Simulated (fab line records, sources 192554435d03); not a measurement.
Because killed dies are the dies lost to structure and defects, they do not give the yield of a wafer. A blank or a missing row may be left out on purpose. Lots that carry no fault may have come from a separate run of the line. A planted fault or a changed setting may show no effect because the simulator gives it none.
Lot-split experiment ; flow n5 finfet ; on a route of 1938 steps: 7 lots, 21 wafers read

## ABOUT THE SPLIT
At N5_BEOL_M10_VIA_ETCH_34 (etches SiCOH lowk in C4F6/O2, target depth 184.5 nm, time 69.2 s), the setting time s was moved away from the recipe's 69.2 s on 8 of the 21 wafers read, by -17.6% to +10.6%. The other wafers ran this setting at the recipe's value.

The split's own step is where the reading is taken.

## THE READING
SOC_of_BEOL_M10_COAT_63.thk nm (the simulator's own value, which no gauge read), in nm, at N5_BEOL_M10_VIA_ETCH_34 (etches SiCOH lowk in C4F6/O2, target depth 184.5 nm, time 69.2 s). The file does not state a usual value for it. Across the 13 wafers here that went through the recipe, the average is 91.8 nm and the standard deviation 0.31 nm.

wafer;tool, chamber at the split;time s as run, s;against the recipe;SOC_of_BEOL_M10_COAT_63.thk nm, nm;against lot-mates on the recipe
L074.3;rie diel-01, 3;69.2;recipe;92;-
L074.5;rie diel-01, 1;57.01;-17.6%;93;+1.3
L074.6;rie diel-01, 0;69.2;recipe;91.4;-
L079.1;rie diel-06, 0;75.87;+9.6%;91.4;no lot-mate on the recipe
L079.3;rie diel-06, 2;75.87;+9.6%;91.2;no lot-mate on the recipe
L079.6;rie diel-06, 0;75.87;+9.6%;91.4;no lot-mate on the recipe
L086.2;rie diel-05, 2;69.2;recipe;92;-
L086.5;rie diel-05, 3;69.2;recipe;92.2;-
L086.6;rie diel-05, 2;69.2;recipe;92;-
L085.4;rie diel-06, 1;69.2;recipe;91.8;-
L085.5;rie diel-06, 0;69.2;recipe;91.4;-
L085.6;rie diel-06, 1;69.2;recipe;91.8;-
L088.1;rie diel-06, 0;69.2;recipe;91.6;-
L088.5;rie diel-06, 1;76.34;+10.3%;91.2;-0.4
L088.6;rie diel-06, 2;76.34;+10.3%;91;-0.6
L092.2;rie diel-05, 0;69.2;recipe;91.6;-
L092.5;rie diel-05, 3;69.2;recipe;91.6;-
L092.6;rie diel-05, 2;69.2;recipe;91.4;-
L096.2;rie diel-05, 3;69.2;recipe;92.4;-
L096.5;rie diel-05, 2;76.56;+10.6%;91.4;-1.0
L096.6;rie diel-05, 1;76.56;+10.6%;91.6;-0.8

THE FIT
A straight line over all 21 wafers: SOC_of_BEOL_M10_COAT_63.thk nm changes by -0.0553 nm for each +1% of time s; r = -0.80; the points scatter about the line by 0.29 nm.
The same after taking each lot's own level away (the mean of its wafers on the recipe; 18 wafers): -0.0702 nm for each +1%; r = -0.93; scatter 0.18 nm.
That fit puts the effect of the largest move of time s on the reading at 1.2 nm.
The lots' own levels span 91.53 to 92.40 nm, that is 2.8 times the standard deviation above.
So the lot-to-lot level blurs the effect unless lot-mates are compared.
Check: for one of the wafers moved furthest among these (-17.6%), held out of the fit, the line's prediction against its lot-mates is +1.18 nm. Against them it came out at +1.3 nm.

## FURTHER SPLITS ON THESE WAFERS
Before the reading, these wafers also passed through other splits. Each is held against what the fit with the lots' levels taken away leaves over:
other split on the same wafers;wafers away from the commonest value;r with SOC_of_BEOL_M10_COAT_63.thk nm (lot level and that fit taken away)
N5_BEOL_M9_COAT_60 spin rpm;4;-0.22

## THE WHOLE CHAIN: every reading that the file lists as answering this split, in the file's order
step;what it does;reading;change (the file's fit);r (the file's)
N5_BEOL_M10_VIA_ETCH_34;etches SiCOH lowk in C4F6/O2, target depth 184.5 nm, time 69.2 s;etch.depth nm (the simulator's own value, which no gauge read);+1.69 nm for each +1% of the setting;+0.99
N5_BEOL_M10_VIA_ETCH_34;etches SiCOH lowk in C4F6/O2, target depth 184.5 nm, time 69.2 s;SOC_of_BEOL_M10_COAT_63.thk nm (the simulator's own value, which no gauge read);-0.071 nm for each +1% of the setting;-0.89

## FILE'S OWN FIT
SOC_of_BEOL_M10_COAT_63.thk nm changes by -0.071 nm for each +1% of time s, r = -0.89.
